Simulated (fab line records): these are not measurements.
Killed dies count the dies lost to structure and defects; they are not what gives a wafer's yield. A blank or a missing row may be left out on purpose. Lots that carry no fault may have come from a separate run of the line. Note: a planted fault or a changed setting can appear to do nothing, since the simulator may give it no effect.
One fault through the eyes of 2 desks | flow nand harc | what lay behind the numbers comes last; until then each desk has only its own

== FOR THE TOOL OWNER'S DESK: litho track-04 ==
At NHARC_A_M0_SOFTBAKE_04 (time 55 s), the tool's own readings, given per lot that ran on this tool as the mean of the sampled wafers with a number. Any lot whose mean is over 4 standard deviations away from the usual mean is out of limits and marked OUT; that distance is given in the brackets.
Columns: A = heater power total W at NHARC_A_M0_SOFTBAKE_04, usual 188.45 W; B = resist line temp C at NHARC_A_M0_SOFTBAKE_04, usual 23.00 C
lot  | first seen here | A                | B
L788 | day 18 22:00    | 188.44           | 23.13
L790 | day 19 22:00    | 188.48           | 23.09
L794 | day 20 05:00    | 188.41           | 22.96
L791 | day 20 14:00    | 188.41           | 22.99
L798 | day 23 00:00    | 193.17 (+36) OUT | 22.91
L804 | day 23 02:00    | 190.87 (+19) OUT | 22.99
This desk's verdict: out of limits on L798, L804, starting with L798 at day 23 00:00 (heater power total W at NHARC_A_M0_SOFTBAKE_04). Within limits: L788, L790, L794, L791.

== FROM THE METROLOGY DESK ==
Lot by lot, what the gauges showed, no matter which tool ran the lot: averages of those sampled wafers that carry a number. Any lot whose mean is over 4 standard deviations away from the usual mean is out of limits and marked OUT; that distance is given in the brackets.
Columns: A = cd nm at NHARC_A_CONTACT_CD_MEAS_15, usual 90.0 nm
lot  | first seen here | A
L781 | day 16 18:21    | 89.6
L782 | day 17 03:50    | 89.4
L783 | day 17 09:08    | 89.5
L787 | day 18 06:24    | 90.1
L788 | day 18 12:16    | 90.2
L790 | day 19 13:53    | 89.8
L794 | day 19 22:00    | 90.3
L791 | day 20 01:31    | 89.8
L793 | day 20 02:56    | 90.2
L798 | day 22 11:16    | 89.7
L804 | day 22 16:55    | 89.4
This desk found nothing out of limits on any of the 11 lots.

== TAKEN TOGETHER ==
The tool owner's desk had the chance to raise an alarm at day 23 00:00 on L798, L804.
From the metrology desk's view, nothing was out of limits.
The metrology desk has L798, L804 on record, within its limits.
On litho track-04, each named lot ran NHARC_A_M0_SOFTBAKE_04.

== WHAT HAD BEEN PUT IN BY THE SIMULATOR ==
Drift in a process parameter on litho track-04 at NHARC_A_M0_SOFTBAKE_04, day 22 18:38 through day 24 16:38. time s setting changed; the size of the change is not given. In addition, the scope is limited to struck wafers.
Lots struck among those shown: L798, L804.
How many hours passed from the start of the fault until each desk's first out-of-limits reading: the tool owner's desk, 5.
